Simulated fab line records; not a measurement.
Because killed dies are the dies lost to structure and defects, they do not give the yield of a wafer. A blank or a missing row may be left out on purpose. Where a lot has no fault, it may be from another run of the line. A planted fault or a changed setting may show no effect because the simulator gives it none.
Chamber matching || flow nandHarc || 4 sister chambers for NHARC_A_BONDPAD_CMP_29 on cmp-03
The step polishes SiCN, target thk 200 nm. 14 wafers are shown with their chamber, then 7 later ones without.

== WAFERS, EACH WITH ITS CHAMBER ==
{"wafer": "L075.1", "chamber": 1, "motorCurrentA (A)": 11.1}
{"wafer": "L075.4", "chamber": 2, "motorCurrentA (A)": 10.8}
{"wafer": "L075.5", "chamber": 3, "motorCurrentA (A)": 12.2}
{"wafer": "L078.1", "chamber": 0, "motorCurrentA (A)": 11.1}
{"wafer": "L078.3", "chamber": 1, "motorCurrentA (A)": 10.9}
{"wafer": "L078.5", "chamber": 0, "motorCurrentA (A)": 10.2}
{"wafer": "L076.1", "chamber": 1, "motorCurrentA (A)": 11.1}
{"wafer": "L076.4", "chamber": 3, "motorCurrentA (A)": 12.1}
{"wafer": "L076.6", "chamber": 0, "motorCurrentA (A)": 11.3}
{"wafer": "L081.2", "chamber": 2, "motorCurrentA (A)": 10.7}
{"wafer": "L081.5", "chamber": 2, "motorCurrentA (A)": 10.6}
{"wafer": "L081.6", "chamber": 1, "motorCurrentA (A)": 11.1}
{"wafer": "L086.1", "chamber": 0, "motorCurrentA (A)": 10.5}
{"wafer": "L086.2", "chamber": 1, "motorCurrentA (A)": 10.8}

SIGNATURES (averages over the wafers above)
{"reading": "motorCurrentA", "chamber 0": 10.775, "chamber 1": 11.000, "chamber 2": 10.700, "chamber 3": 12.150, "scatter within a chamber": 0.299}
Rule: distance of a wafer from a chamber = root of the sum over the readings of ((wafer's reading minus chamber's mean) / reading's scatter) squared. If the next closest chamber is less than 2 further off than the closest, the wafer can't be placed; otherwise it belongs to the closest. The scatter: take each reading less its chamber's mean, square it, sum over the shown wafers, divide by the number of wafers less the number of chambers, and take the root.

== WAFERS WHOSE CHAMBER IS MISSING ==
{"wafer": "L086.3", "motorCurrentA (A)": 12.5}
{"wafer": "L091.1", "motorCurrentA (A)": 12.3}
{"wafer": "L091.3", "motorCurrentA (A)": 10.8}
{"wafer": "L091.5", "motorCurrentA (A)": 10.5}
{"wafer": "L089.1", "motorCurrentA (A)": 10.4}
{"wafer": "L089.3", "motorCurrentA (A)": 13.0}
{"wafer": "L089.6", "motorCurrentA (A)": 11.2}

== WHICH CHAMBER EACH ONE RAN IN ==
{"wafer": "L086.3", "from the rows above": 3, "in truth": 3}
{"wafer": "L091.1", "from the rows above": 3, "in truth": 3}
{"wafer": "L091.3", "from the rows above": "can't be placed: 0 or 2 or 1", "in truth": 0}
{"wafer": "L091.5", "from the rows above": "can't be placed: 2 or 0 or 1", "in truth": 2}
{"wafer": "L089.1", "from the rows above": "can't be placed: 2 or 0 or 1", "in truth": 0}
{"wafer": "L089.3", "from the rows above": 3, "in truth": 3}
{"wafer": "L089.6", "from the rows above": "can't be placed: 1 or 0 or 2", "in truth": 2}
3 of 7 placed correctly. Can't be placed from these rows: 4 (the true chamber is among the candidates in 4). Placed wrongly: 0.
